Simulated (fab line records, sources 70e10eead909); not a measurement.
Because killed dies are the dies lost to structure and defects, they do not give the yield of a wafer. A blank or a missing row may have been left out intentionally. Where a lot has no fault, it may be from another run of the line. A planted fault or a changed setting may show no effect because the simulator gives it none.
Chamber matching    flow nand harc    rie diel-03 running NHARC_P_M0_ETCH_34: 4 sister chambers
The step etches the open film in N2/H2, target depth 40 nm, overetch 12 nm, time 43.94 s. 8 wafers are shown with their chamber, then 7 later ones without.

WAFERS PAIRED WITH THEIR CHAMBERS
wafer   chamber  showerhead plenum p Torr (Torr)  rf vpp V (V)
L076.5  2        2.08                             433
L079.3  3        1.90                             427
L081.4  2        2.08                             432
L081.6  0        1.90                             426
L082.2  0        1.90                             427
L082.5  1        2.09                             431
L085.1  1        2.08                             432
L085.3  3        1.90                             427

WAFERS WITHOUT THEIR CHAMBER
wafer   showerhead plenum p Torr (Torr)  rf vpp V (V)
L085.5  1.89                             425
L095.1  2.07                             432
L095.4  1.89                             426
L095.5  1.89                             427
L096.1  2.08                             432
L096.2  1.89                             426
L096.6  1.89                             426

THE CHAMBER EACH PASSED THROUGH
wafer   from the rows above      in truth
L085.5  can't be placed: 0 or 3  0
L095.1  can't be placed: 2 or 1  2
L095.4  can't be placed: 0 or 3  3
L095.5  can't be placed: 3 or 0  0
L096.1  can't be placed: 2 or 1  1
L096.2  can't be placed: 0 or 3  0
L096.6  can't be placed: 0 or 3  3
Placed correctly: 0 of 7. From these rows, 7 cannot be placed; in 7 the true chamber is one of the candidates. 0 placed wrongly.
How it was worked out, from the rows above alone: a wafer's distance from a chamber is the root of the sum, over the readings, of the square of ((its reading less the chamber's mean) divided by the reading's scatter). The wafer belongs to the nearest chamber; if the next one is less than 2 further off, it can't be placed. For every chamber, the mean is computed from those of its wafers that are shown. The scatter: the root of (the sum of the squares of (reading less its chamber's mean) over the shown wafers, divided by (wafers less chambers)).
